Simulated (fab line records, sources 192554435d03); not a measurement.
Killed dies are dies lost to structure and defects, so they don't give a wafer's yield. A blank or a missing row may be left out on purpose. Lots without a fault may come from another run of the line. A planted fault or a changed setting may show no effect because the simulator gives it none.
One fault seen from 2 desks | flow n5_finfet | each desk has only its own numbers; what lay behind them comes last

THE TOOL OWNER'S DESK: ald_hk-02
The tool's own readings at N5_HKMG_FIN_ALD_74 (deposits La2O3, target thk 0.5 nm, pulse time 6 s, co reactant pulse time 1 s): means of the sampled wafers that have a number, for each lot that ran on this tool. A lot is out of limits, marked OUT, if its mean lies more than 4 standard deviations from the usual mean; the brackets give that distance.
Columns: A = heater_power_w at N5_HKMG_FIN_ALD_74, usual 322 W; B = precursor_pulse_height_rel at N5_HKMG_FIN_ALD_74, usual 1.002
lot  | first seen here | A   | B
L806 | day 5 11:58     | 299 | 0.999
L807 | day 5 18:42     | 305 | 1.008
L808 | day 6 01:20     | 300 | 0.997
L809 | day 6 06:11     | 312 | 0.998
L811 | day 6 20:08     | 297 | 1.004
L812 | day 6 23:57     | 310 | 1.013
L813 | day 7 07:20     | 323 | 1.020
This desk's finding: nothing out of limits on any of the 7 lots.

THE METROLOGY DESK
What the gauges read, lot by lot, whatever tool the lot ran on: means of the sampled wafers that have a number. A lot is out of limits, marked OUT, if its mean lies more than 4 standard deviations from the usual mean; the brackets give that distance. Of its 10 readings 7 are shown: the one that was out of limits first, and those that lie furthest out on some lot.
Columns: A = DIBL_N at N5_BEOL_M4_RC_MEAS_101, usual 35.8 mV/V; B = DIBL_P at N5_BEOL_M4_RC_MEAS_101, usual 35.6 mV/V; C = IOFF_N at N5_BEOL_M4_RC_MEAS_101, usual 0.148 nA/um; D = IOFF_P at N5_BEOL_M4_RC_MEAS_101, usual 0.20 nA/um; E = SS_N at N5_BEOL_M4_RC_MEAS_101, usual 71.2 mV/dec; F = SS_P at N5_BEOL_M4_RC_MEAS_101, usual 73.1 mV/dec; G = VT_P at N5_BEOL_M4_RC_MEAS_101, usual -251 mV
lot  | first seen here | A    | B    | C     | D               | E    | F    | G
L807 | day 9 10:25     | 37.9 | 36.6 | 0.181 | 0.25            | 71.7 | 73.1 | -244
L806 | day 9 11:45     | 33.8 | 32.7 | 0.119 | 0.17            | 70.5 | 72.5 | -253
L808 | day 9 12:13     | 35.5 | 34.2 | 0.139 | 0.21            | 71.2 | 73.0 | -248
L809 | day 10 02:16    | 35.2 | 34.9 | 0.131 | 0.20            | 70.7 | 72.9 | -248
L811 | day 10 15:32    | 35.2 | 35.0 | 0.141 | 0.19            | 71.7 | 72.2 | -249
L812 | day 11 02:08    | 35.1 | 35.6 | 0.151 | 0.21            | 71.2 | 73.2 | -249
L813 | day 11 07:08    | 39.0 | 37.8 | 0.218 | 0.34 (+4.1) OUT | 72.8 | 74.2 | -242
L819 | day 12 09:55    | 36.4 | 35.7 | 0.148 | 0.18            | 71.3 | 73.1 | -254
L821 | day 13 02:19    | 38.1 | 40.2 | 0.188 | 0.25            | 71.9 | 74.1 | -248
L823 | day 13 22:43    | 35.0 | 35.0 | 0.157 | 0.20            | 70.7 | 72.7 | -248
This desk's finding: out of limits on L813; first on L813, day 11 07:08 (IOFF_P at N5_BEOL_M4_RC_MEAS_101). In limits: L807, L806, L808, L809, L811, L812, L819, L821, L823.

PUT TOGETHER
The metrology desk could have raised an alarm at day 11 07:08, on L813.
The tool owner's desk saw nothing out of limits.
The tool owner's desk has L813 on record, within its limits.
Of the lots named, all ran N5_HKMG_FIN_ALD_74 on ald_hk-02.

WHAT THE SIMULATOR HAD PUT IN
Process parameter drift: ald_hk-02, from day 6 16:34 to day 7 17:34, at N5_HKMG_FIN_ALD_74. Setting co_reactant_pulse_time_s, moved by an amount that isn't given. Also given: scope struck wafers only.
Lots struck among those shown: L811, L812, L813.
Hours from the fault's start to each desk's first reading out of limits: the metrology desk, 111.
